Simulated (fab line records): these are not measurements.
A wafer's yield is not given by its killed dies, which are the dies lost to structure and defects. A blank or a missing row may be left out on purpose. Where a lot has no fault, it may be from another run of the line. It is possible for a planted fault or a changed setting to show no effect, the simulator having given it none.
fab line records -- flow nand-harc
record: lots: 6, wafers: 18, last-day: 24
route steps=1159 shown A_STAIRCASE@579 END@1159
lots with no fault: from the same line, run without faults
start-h: hours from the record's opening day to when the first of the lot's shown wafers began -- wait-h: hours from the lot's prior step to this one -- " same as the row above -- L1.1+2: several wafers, shown together as one row -- - no value present, or no start provided -- * or withheld: withheld -- < > ~ a bound
route shown NAME@n: NAME is a module with steps in the file, n the number in the route of the first one -- usual: mean and standard deviation over wafers with no fault -- same: alike in all rows -- chamber/n: place in a boat -- sites: the reading at each site -- _std_site: standard deviation of those values -- _edge_site: the outer-site mean with the inner-site mean subtracted -- radius-mm: how far each site lies from the wafer's centre -- mask NAME#n: copy n -- behind: the last tool/chamber to shape the wafer -- hold: why the lot went on hold/how many hours it stayed there/how the hold came to an end -- device: names the non-switching transistor (n, p or np) -- end of line: the tests these same wafers got at the end of their route -- for a step that has no rows: nothing shown but its recipe -- killed: not the wafer's yield, but the dies lost to structure and defects at the first sort -- map: dies across one wafer; x = killed, . = not, _ = none there
set.NAME: the setting that was run; set.NAME@STEP: the one run at that earlier step -- model.NAME: the simulator's own value behind a step, which no gauge read
certain route steps with their lots: each step a table, each wafer a row
services: when a tool's chamber went out of use (start-h, in hours from the record's first day, below 0 if earlier), for how many hours, and the reason
== steps ==
step: NHARC_A_STAIRCASE_HARDBAKE_185
recipe: temp-c: 120, time-s: 140
step: NHARC_A_STAIRCASE_DESCUM_186
recipe: time-s: 3, o2-flow-sccm: 200, ar-flow-sccm: 0, bias-power-w: 0, chemistry: O2
step: NHARC_A_STAIRCASE_TRIM_187
recipe: time-s: 211.2, o2-flow-sccm: 500, ar-flow-sccm: 0, bias-w: 0, chemistry: O2
step: NHARC_A_STAIRCASE_ETCH_188
recipe: target-depth-a: 1000, time-s: 40.5, ion-energy-ev: 400, c4f8-flow-sccm: 20, o2-flow-sccm: 10, ar-flow-sccm: withheld, rf-w: 600, bias-w: 1000, chemistry: C4F8/O2
step: NHARC_A_STAIRCASE_TRIM_189
recipe: time-s: 211.2, o2-flow-sccm: 500, ar-flow-sccm: 0, bias-w: 0, chemistry: O2
step: NHARC_A_STAIRCASE_ETCH_190
recipe: target-depth-a: 1000, time-s: 40.5, ion-energy-ev: 400, c4f8-flow-sccm: 20, o2-flow-sccm: 10, ar-flow-sccm: withheld, rf-w: 600, bias-w: 1000, chemistry: C4F8/O2
usual: oes-product-au: 0.942/0.013, rf-vpp-V: 895/4.9
lot.wafer,tool,chamber,start-h,wait-h,oes-product-au,rf-hours-counter-h,rf-vpp-V
L868.3,rie-diel-03,2,-,-,0.943,9,899
L868.1,rie-diel-03,0,-,-,0.912,7,898
L868.4,rie-diel-03,1,-,-,0.906,8,890
L870.2,rie-diel-11,1,-,-,0.927,22,901
L870.1,rie-diel-11,0,-,-,0.975,21,891
L870.5,rie-diel-11,1,-,-,0.938,-,900
L878.2,rie-diel-02,1,-,-,0.927,62,886
L878.5,rie-diel-02,3,-,-,0.924,-,903
L878.6,rie-diel-02,0,-,-,0.947,-,902
L880.4,rie-diel-03,0,-,-,0.933,36,896
L880.6,rie-diel-03,3,-,-,0.943,-,890
L880.5,rie-diel-03,0,-,-,0.927,-,896
L889.1,rie-diel-03,0,-,-,0.935,49,897
L889.4,rie-diel-03,1,-,-,0.930,-,890
L889.5,rie-diel-03,0,-,-,0.951,-,895
L888.4,rie-diel-02,3,-,-,0.939,13,902
L888.3,rie-diel-02,0,-,-,0.931,15,900
L888.5,rie-diel-02,2,-,-,0.951,-,906
step: NHARC_A_STAIRCASE_TRIM_191
recipe: time-s: 211.2, o2-flow-sccm: 500, ar-flow-sccm: 0, bias-w: 0, chemistry: O2
step: NHARC_A_STAIRCASE_ETCH_192
recipe: target-depth-a: 1000, time-s: 40.5, ion-energy-ev: 400, c4f8-flow-sccm: 20, o2-flow-sccm: 10, ar-flow-sccm: withheld, rf-w: 600, bias-w: 1000, chemistry: C4F8/O2
usual: oes-product-au: 0.942/0.013, rf-vpp-V: 894/4.6
lot.wafer,tool,chamber,start-h,wait-h,oes-product-au,rf-hours-counter-h,rf-vpp-V
L868.1,rie-diel-03,2,-,-,0.935,9,900
L868.3,rie-diel-03,0,-,-,0.922,7,897
L868.4,rie-diel-03,1,-,-,0.911,8,892
L870.1,rie-diel-11,0,-,-,0.948,21,890
L870.2,rie-diel-11,1,-,-,0.934,22,899
L870.5,rie-diel-11,0,-,-,0.963,-,889
L878.2,rie-diel-02,3,-,-,0.947,65,901
L878.5,rie-diel-02,1,-,-,0.925,-,887
L878.6,rie-diel-02,2,-,-,0.947,-,886
L880.4,rie-diel-03,3,-,-,0.928,42,889
L880.6,rie-diel-03,1,-,-,0.935,-,889
L880.5,rie-diel-03,2,-,-,0.951,-,900
L889.1,rie-diel-03,3,-,-,0.933,54,891
L889.4,rie-diel-03,0,-,-,0.934,-,897
L889.5,rie-diel-03,1,-,-,0.915,-,891
L888.4,rie-diel-02,1,-,-,0.947,16,886
L888.3,rie-diel-02,3,-,-,0.939,13,901
L888.5,rie-diel-02,0,-,-,0.941,-,899
step: NHARC_A_STAIRCASE_TRIM_193
recipe: time-s: 211.2, o2-flow-sccm: 500, ar-flow-sccm: 0, bias-w: 0, chemistry: O2
usual: drypump-motor-current-A: 5.9/0.43, o2-flow-sccm: 500.0/1.5, oes-product-au: 0.999/0.011, rf-vpp-V: 57.6/0.95, showerhead-plenum-p-Torr: 3.49/0.13, throttle-valve-pct: 17.037/0.0091
lot.wafer,tool,chamber,start-h,wait-h,drypump-motor-current-A,o2-flow-sccm,oes-product-au,rf-hours-counter-h,rf-vpp-V,showerhead-plenum-p-Torr,throttle-valve-pct
L868.3,rie-diel-03,1,-,-,5.2,500.7,0.961,8,56.4,3.41,17.025
L868.1,rie-diel-03,2,-,-,5.7,497.7,0.999,9,59.3,3.65,17.029
L868.4,rie-diel-03,3,-,-,5.2,500.4,0.985,8,57.3,3.40,17.040
L870.1,rie-diel-11,0,-,-,6.0,498.9,1.007,21,56.3,3.37,17.042
L870.2,rie-diel-11,1,-,-,5.7,500.7,1.004,22,58.4,3.63,17.042
L870.5,rie-diel-11,3,-,-,6.0,499.5,0.996,-,57.2,3.47,17.037
L878.2,rie-diel-02,0,-,-,5.4,502.1,0.989,67,57.9,3.66,17.026
L878.5,rie-diel-02,3,-,-,6.7,500.1,0.994,-,58.1,3.70,17.038
L878.6,rie-diel-02,0,-,-,5.4,502.5,0.998,-,57.3,3.66,17.045
L880.4,rie-diel-03,0,-,-,5.7,499.9,0.987,37,57.6,3.55,17.044
L880.6,rie-diel-03,0,-,-,5.7,499.3,0.985,-,58.6,3.55,17.042
L880.5,rie-diel-03,1,-,-,5.3,499.5,0.986,-,58.6,3.39,17.027
L889.1,rie-diel-03,1,-,-,5.3,498.5,0.984,54,57.8,3.38,17.038
L889.4,rie-diel-03,1,-,-,5.3,498.9,0.979,-,58.2,3.38,17.041
L889.5,rie-diel-03,3,-,-,5.2,504.0,0.983,-,58.5,3.38,17.032
L888.4,rie-diel-02,2,-,-,6.4,501.3,1.010,14,58.4,3.80,17.051
L888.3,rie-diel-02,0,-,-,5.4,498.7,0.997,15,56.2,3.65,17.044
L888.5,rie-diel-02,2,-,-,6.5,500.1,1.005,-,58.3,3.80,17.047
step: NHARC_A_STAIRCASE_ETCH_194
recipe: target-depth-a: 1000, time-s: 40.5, ion-energy-ev: 400, c4f8-flow-sccm: 20, o2-flow-sccm: 10, ar-flow-sccm: withheld, rf-w: 600, bias-w: 1000, chemistry: C4F8/O2
step: NHARC_A_STAIRCASE_TRIM_196
recipe: time-s: 211.2, o2-flow-sccm: 500, ar-flow-sccm: 0, bias-w: 0, chemistry: O2
usual: drypump-motor-current-A: 5.8/0.47, o2-flow-sccm: 500.3/1.6, oes-product-au: 0.998/0.012, rf-vpp-V: 57.7/0.83, showerhead-plenum-p-Torr: 3.50/0.15, throttle-valve-pct: 17.036/0.009
lot.wafer,tool,chamber,start-h,wait-h,drypump-motor-current-A,o2-flow-sccm,oes-product-au,rf-hours-counter-h,rf-vpp-V,showerhead-plenum-p-Torr,throttle-valve-pct
L868.4,rie-diel-02,3,254.78,0.1,6.7,501.0,0.998,40,58.0,3.71,17.034
L868.3,rie-diel-02,0,254.78,0.1,5.4,497.9,0.988,41,58.2,3.67,17.032
L868.1,rie-diel-02,1,254.78,0.1,5.4,498.5,0.995,38,57.9,3.31,17.026
L870.1,rie-diel-02,2,256.94,0.1,6.5,500.4,0.998,37,56.9,3.27,17.032
L870.2,rie-diel-02,3,256.94,0.1,6.7,496.4,0.975,40,58.0,3.71,17.039
L870.5,rie-diel-02,1,256.94,0.1,5.4,501.6,0.975,-,57.6,3.30,17.032
L878.2,rie-diel-02,3,327.60,0.1,6.7,502.3,1.007,65,58.7,3.70,17.049
L878.6,rie-diel-02,1,327.60,0.1,5.4,497.7,0.980,-,57.5,3.29,17.039
L878.5,rie-diel-02,2,327.60,0.1,6.5,498.1,1.020,-,57.7,3.26,17.041
L880.4,rie-diel-02,2,340.10,0.1,6.5,502.6,1.010,1,59.5,3.81,17.030
L880.6,rie-diel-02,0,340.10,0.1,5.4,502.1,0.995,-,57.4,3.66,17.042
L880.5,rie-diel-02,1,340.10,0.1,5.4,498.7,1.001,-,56.8,3.29,17.024
L889.4,rie-diel-03,2,372.41,0.1,5.7,501.1,1.010,56,57.2,3.62,17.028
L889.1,rie-diel-03,0,372.41,0.1,5.7,499.9,0.989,49,57.4,3.54,17.026
L889.5,rie-diel-03,2,372.41,0.1,5.7,500.3,1.011,-,57.6,3.62,17.054
L888.3,rie-diel-11,2,376.24,0.1,6.4,499.7,0.995,0,57.7,3.40,17.036
L888.4,rie-diel-11,3,376.24,0.1,6.1,501.1,1.004,0,58.1,3.45,17.047
L888.5,rie-diel-11,0,376.24,0.1,6.1,500.9,0.998,-,56.0,3.35,17.042
step: NHARC_A_STAIRCASE_ETCH_197
recipe: target-depth-a: 1000, time-s: 40.5, ion-energy-ev: 400, c4f8-flow-sccm: 20, o2-flow-sccm: 10, ar-flow-sccm: withheld, rf-w: 600, bias-w: 1000, chemistry: C4F8/O2
step: NHARC_A_STAIRCASE_TRIM_198
recipe: time-s: 211.2, o2-flow-sccm: 500, ar-flow-sccm: 0, bias-w: 0, chemistry: O2
step: NHARC_A_STAIRCASE_ETCH_199
recipe: target-depth-a: 1000, time-s: 40.5, ion-energy-ev: 400, c4f8-flow-sccm: 20, o2-flow-sccm: 10, ar-flow-sccm: withheld, rf-w: 600, bias-w: 1000, chemistry: C4F8/O2
step: NHARC_A_STAIRCASE_TRIM_200
recipe: time-s: 211.2, o2-flow-sccm: 500, ar-flow-sccm: 0, bias-w: 0, chemistry: O2
step: NHARC_A_STAIRCASE_ETCH_201
recipe: target-depth-a: 1000, time-s: 40.5, ion-energy-ev: 400, c4f8-flow-sccm: 20, o2-flow-sccm: 10, ar-flow-sccm: withheld, rf-w: 600, bias-w: 1000, chemistry: C4F8/O2
step: NHARC_A_STAIRCASE_TRIM_202
recipe: time-s: 211.2, o2-flow-sccm: 500, ar-flow-sccm: 0, bias-w: 0, chemistry: O2
step: NHARC_A_STAIRCASE_ETCH_203
recipe: target-depth-a: 1000, time-s: 40.5, ion-energy-ev: 400, c4f8-flow-sccm: 20, o2-flow-sccm: 10, ar-flow-sccm: withheld, rf-w: 600, bias-w: 1000, chemistry: C4F8/O2
step: NHARC_A_STAIRCASE_STRIP_205
recipe: power-w: 1500, temp-c: 250, chemistry: O2
step: NHARC_A_STAIRCASE_STRIP_206
recipe: time-s: 900, temp-c: 130, chemistry: SPM
step: NHARC_A_STAIRCASE_PRECLEAN_207
recipe: time-s: *, temp-c: 50, bath-age-min: 0, chemistry: SC1
step: NHARC_A_STAIRCASE_SRD_208
step: NHARC_A_STAIRCASE_DEHYDRATE_209
recipe: temp-c: 150, time-s: 120
step: NHARC_A_STAIRCASE_HMDS_210
recipe: time-s: 30
step: NHARC_A_STAIRCASE_COAT_211
recipe: spin-rpm: 1200
step: NHARC_A_STAIRCASE_SOFTBAKE_212
recipe: temp-c: 135, time-s: 170
step: NHARC_A_STAIRCASE_EBR_213
step: NHARC_A_STAIRCASE_EXPOSE_214
recipe: na: 0.5, dose-mj: 31.26, mask-id: STAIR_3
step: NHARC_A_STAIRCASE_PEB_215
recipe: peb-temp-c: 115, peb-time-s: 130
step: NHARC_A_STAIRCASE_DEVELOP_216
recipe: time-s: 140
step: NHARC_A_STAIRCASE_HARDBAKE_218
recipe: temp-c: 120, time-s: 140
step: NHARC_A_STAIRCASE_DESCUM_219
recipe: time-s: 3, o2-flow-sccm: 200, ar-flow-sccm: 0, bias-power-w: 0, chemistry: O2
usual: drypump-motor-current-A: 5.9/0.44, o2-flow-sccm: 200.0/0.62, oes-product-au: 1.000/0.011, rf-vpp-V: 57.8/0.77, showerhead-plenum-p-Torr: 1.90/0.08, throttle-valve-pct: 11.312/0.01
lot.wafer,tool,chamber,start-h,wait-h,drypump-motor-current-A,o2-flow-sccm,oes-product-au,rf-hours-counter-h,rf-vpp-V,showerhead-plenum-p-Torr,throttle-valve-pct
L868.3,rie-diel-03,2,257.42,-,5.8,199.2,1.004,11,58.0,1.98,11.325
L868.1,rie-diel-03,0,257.42,-,5.7,199.9,0.979,8,57.6,1.94,11.316
L868.4,rie-diel-03,1,257.42,-,5.3,198.5,0.983,10,58.1,1.84,11.299
L870.1,rie-diel-03,1,260.02,-,5.2,200.0,0.983,12,55.7,1.84,11.310
L870.2,rie-diel-03,0,260.02,-,5.7,200.5,0.987,10,58.0,1.93,11.323
L870.5,rie-diel-03,1,260.02,-,5.2,200.9,0.977,-,57.7,1.84,11.315
L878.2,rie-diel-11,1,330.46,-,5.7,199.8,0.997,47,58.6,1.97,11.310
L878.5,rie-diel-11,3,330.46,-,6.0,200.2,1.006,-,56.7,1.87,11.295
L878.6,rie-diel-11,0,330.46,-,6.1,200.0,1.016,-,57.7,1.81,11.308
L880.4,rie-diel-02,2,342.58,-,6.4,200.2,1.005,1,59.5,2.08,11.308
L880.5,rie-diel-02,1,342.58,-,5.4,200.0,1.001,-,57.2,1.78,11.314
L880.6,rie-diel-02,2,342.58,-,6.4,200.0,1.021,-,58.3,2.08,11.307
L889.4,rie-diel-02,3,375.11,-,6.7,199.7,1.000,13,58.2,2.01,11.322
L889.1,rie-diel-02,1,375.11,-,5.4,199.8,1.000,16,57.9,1.77,11.311
L889.5,rie-diel-02,0,375.11,-,5.4,200.4,0.990,-,58.5,1.98,11.308
L888.3,rie-diel-11,0,378.79,-,6.1,200.4,0.992,0,56.2,1.81,11.299
L888.4,rie-diel-11,2,378.79,-,6.4,200.2,1.007,0,57.3,1.84,11.319
L888.5,rie-diel-11,0,378.79,-,6.1,199.9,1.007,-,56.7,1.81,11.298
step: NHARC_A_STAIRCASE_TRIM_220
recipe: time-s: 211.2, o2-flow-sccm: 500, ar-flow-sccm: 0, bias-w: 0, chemistry: O2
step: NHARC_A_STAIRCASE_ETCH_221
recipe: target-depth-a: 1000, time-s: 40.5, ion-energy-ev: 400, c4f8-flow-sccm: 20, o2-flow-sccm: 10, ar-flow-sccm: withheld, rf-w: 600, bias-w: 1000, chemistry: C4F8/O2
step: NHARC_A_STAIRCASE_TRIM_222
recipe: time-s: 211.2, o2-flow-sccm: 500, ar-flow-sccm: 0, bias-w: 0, chemistry: O2
step: NHARC_A_STAIRCASE_ETCH_223
recipe: target-depth-a: 1000, time-s: 40.5, ion-energy-ev: 400, c4f8-flow-sccm: 20, o2-flow-sccm: 10, ar-flow-sccm: withheld, rf-w: 600, bias-w: 1000, chemistry: C4F8/O2
step: NHARC_A_STAIRCASE_TRIM_224
recipe: time-s: 211.2, o2-flow-sccm: 500, ar-flow-sccm: 0, bias-w: 0, chemistry: O2
step: NHARC_A_STAIRCASE_ETCH_225
recipe: target-depth-a: 1000, time-s: 40.5, ion-energy-ev: 400, c4f8-flow-sccm: 20, o2-flow-sccm: 10, ar-flow-sccm: withheld, rf-w: 600, bias-w: 1000, chemistry: C4F8/O2
usual: oes-product-au: 0.940/0.012, rf-vpp-V: 895/5.1
lot.wafer,tool,chamber,start-h,wait-h,oes-product-au,rf-hours-counter-h,rf-vpp-V
L868.1,rie-diel-03,1,-,-,0.917,11,891
L868.3,rie-diel-03,2,-,-,0.944,12,899
L868.4,rie-diel-03,3,-,-,0.943,10,893
L870.1,rie-diel-03,0,-,-,0.927,10,898
L870.2,rie-diel-03,1,-,-,0.920,12,891
L870.5,rie-diel-03,0,-,-,0.915,-,897
L878.2,rie-diel-11,2,-,-,0.950,47,892
L878.6,rie-diel-11,0,-,-,0.939,-,891
L878.5,rie-diel-11,1,-,-,0.940,-,901
L880.4,rie-diel-02,0,-,-,0.942,2,900
L880.6,rie-diel-02,3,-,-,0.949,-,901
L880.5,rie-diel-02,0,-,-,0.931,-,900
L889.1,rie-diel-02,1,-,-,0.951,16,886
L889.4,rie-diel-02,0,-,-,0.938,15,901
L889.5,rie-diel-02,2,-,-,0.948,-,905
L888.3,rie-diel-11,1,-,-,0.940,1,898
L888.4,rie-diel-11,2,-,-,0.952,1,891
L888.5,rie-diel-11,0,-,-,0.928,-,889
step: NHARC_END_SORT_01
recipe: temp-c: 25
usual: killed-at-array: 29/11, killed-at-other: 0.6/1, killed-at-periphery: 3.1/2.1, killed-dies: 33/11, killed-open: 3.1/1.9, killed-short: 1.9/1.5
same: gross-dies: 677
lot.wafer,tool,chamber,start-h,wait-h,killed-at-array,killed-at-other,killed-at-periphery,killed-dies,killed-open,killed-short
L878.2,prober-01,0,531.48,2.8,71,0,0,71,3,2
L878.5,prober-01,0,533.85,3.7,67,1,3,71,3,2
L878.6,prober-01,0,534.64,4.0,102,1,2,105,2,3
L880.4,prober-01,0,540.80,3.4,69,0,3,72,2,0
L880.5,prober-01,0,541.60,3.7,115,0,1,116,0,1
L880.6,prober-01,0,542.39,4.0,137,0,2,139,3,2
killed by level:class
L878.2 A_STAIRCASE:unspecified=41 A_CHANNEL_HOLE_D1:chamber-film-flake=18 A_STAIRCASE:chamber-film-flake=7 A_CHANNEL_HOLE_D1:geometric-particle:open=1 A_CHANNEL_FILL_D1:geometric-particle:open=1 A_WL_FILL:geometric-particle:short=1 A_CONTACT:geometric-particle:open=1 A_CONTACT:geometric-particle:short=1
L878.5 A_STAIRCASE:unspecified=35 A_CHANNEL_HOLE_D1:chamber-film-flake=18 A_STAIRCASE:chamber-film-flake=5 A_CONTACT:chamber-film-flake=4 P_ZERO_WELL:chamber-film-flake=2 P_BONDPAD:geometric-particle:open=1 A_CHANNEL_FILL_D1:geometric-particle:open=1 A_CHANNEL_FILL_D1:geometric-particle:short=1
L878.6 A_STAIRCASE:unspecified=88 A_CHANNEL_HOLE_D1:chamber-film-flake=6 A_CONTACT:chamber-film-flake=3 A_CONTACT:geometric-particle:open=2 A_STAIRCASE:chamber-film-flake=2 P_GATE:geometric-particle:short=1 A_SOURCE_PLATE:geometric-particle:short=1 STARTING-WAFER:geometric-particle:short=1
L880.4 A_STAIRCASE:unspecified=32 A_CHANNEL_HOLE_D1:chamber-film-flake=21 A_SLIT:chamber-film-flake=9 A_STAIRCASE:chamber-film-flake=3 P_CONTACT:geometric-particle:open=2 A_CONTACT:chamber-film-flake=2 A_BLC:chamber-film-flake=2 P_GATE:chamber-film-flake=1
L880.5 A_STAIRCASE:unspecified=90 A_SLIT:chamber-film-flake=18 A_CONTACT:chamber-film-flake=4 A_CHANNEL_HOLE_D1:chamber-film-flake=2 A_ONON_D1:geometric-particle:short=1 P_GATE:chamber-film-flake=1
L880.6 A_STAIRCASE:unspecified=86 A_CHANNEL_HOLE_D1:chamber-film-flake=28 A_SLIT:chamber-film-flake=14 A_CONTACT:chamber-film-flake=5 P_GATE:geometric-particle:open=1 A_CHANNEL_HOLE_D1:geometric-particle:short=1 A_CHANNEL_FILL_D1:geometric-particle:short=1 A_WL_FILL:geometric-particle:open=1
map L878.6 (x killed, . not)
____________.____________
_________......._________
_______..........._______
______.............______
_____..x............_____
____.................____
____...........x.....____
___............xx.....___
___...................___
__.........x...........__
__...............x.....__
_......................._
_............x.........._
_.................x....._
_......................._
_.........xxxx.........._
........xxxxxx...........
.......xxxxxxxx...x......
.......xxxxxxx...........
......x.xxxxxxxx.........
......xxxxxxxxx..........
_.x....xxxxxxxx........._
_.x...xxxxxxxx.........._
_....x.xxxxxxxx........._
_......xxxxxxxx........._
_..x....xxxxxx.........._
__......xxxxx.x........__
__......x..xx..........__
___.......xx..........___
___...................___
____.................____
____.................____
_____..............._____
______.............______
_______..........._______
_________......._________
____________.____________
map L880.6 (x killed, . not)
____________.____________
_________x......_________
_______..........._______
______x....x.......______
_____..x.x.....x...._____
____..xxxxx.....xxxx.____
____.x.xxxx...xxxxxxx____
___..xxx.x....xxxxxxxx___
___...xx.x.....xxxxxxx___
__.....xxxx..xxxxxxxxxx__
__...xx........xxxxxxxx__
_.......x.....xxxxxxxx.._
_............xxxxxxxxx.._
_...............xxxxxxx._
_.............xxxxxxxx.._
_...............xxxxx..._
.............x..xx.xxx...
................x........
................xx.......
........x................
.........x...............
_.......x..............._
_......xxx.xx..........._
_...........x.........x._
_.........x.x..........._
_......................._
__............x........__
__........xx...........__
___.........x.x....x..___
___...........x.......___
____.................____
____.................____
_____..............._____
______.............______
_______..........._______
_________......._________
____________.____________
== services ==
tool,chamber,start-h,hours,kind
rie-diel-03,0,231.06,2.7,repair
rie-diel-02,0,233.45,-,clean
rie-diel-02,1,233.45,-,clean
rie-diel-02,2,233.45,-,clean
rie-diel-02,3,233.45,-,clean
rie-diel-03,0,249.53,-,clean
rie-diel-03,1,249.53,-,clean
rie-diel-03,2,249.53,-,clean
rie-diel-03,3,249.53,-,clean
rie-diel-02,1,257.50,4.1,repair
rie-diel-02,0,257.98,-,clean
rie-diel-02,2,257.98,-,clean
rie-diel-02,3,257.98,-,clean
rie-diel-02,2,258.44,3.6,repair
rie-diel-03,0,274.03,-,clean
rie-diel-03,1,274.03,-,clean
rie-diel-11,3,277.80,4.9,repair
rie-diel-02,2,280.39,2.5,repair
rie-diel-02,2,304.28,2.5,repair
rie-diel-02,-,319.51,0.7,repair
rie-diel-02,-,328.07,9.0,pm
rie-diel-11,-,366.63,9.0,pm
rie-diel-03,2,369.60,2.7,repair
rie-diel-02,-,378.95,0.4,repair
== key ==
first-sign: step: NHARC_END_SORT_01, reading: killed-at-array, direction: up, sigmas: 6.1, usual: 29, struck: 94
effect: step: NHARC_END_SORT_01, reading: killed-dies, direction: up, sigmas: 5.9, usual: 33, struck: 96
more-kills-born-at: NHARC_A_STAIRCASE_TRIM_196@rie-diel-02: 370
met-at NHARC_A_STAIRCASE_TRIM_196
struck-wafers L878.2,L878.5,L878.6,L880.4,L880.5,L880.6
tester-left-out L878,L880
onset-between 256.94 327.60
fault: kind: chamber-particle-source, tool: rie-diel-02, chamber: -, onset-h: 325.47, steps: NHARC_A_STAIRCASE_TRIM_196, rate-per-visit-cm2: 0.89102, end-h: 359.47
tester-left-out: of these lots the tester's yield and bins aren't shown, on N5 and GAA mostly nor the transistor test; their killed dies are dies lost to structure and defects alone, not to doping, threshold or leakage, so they don't give the yield
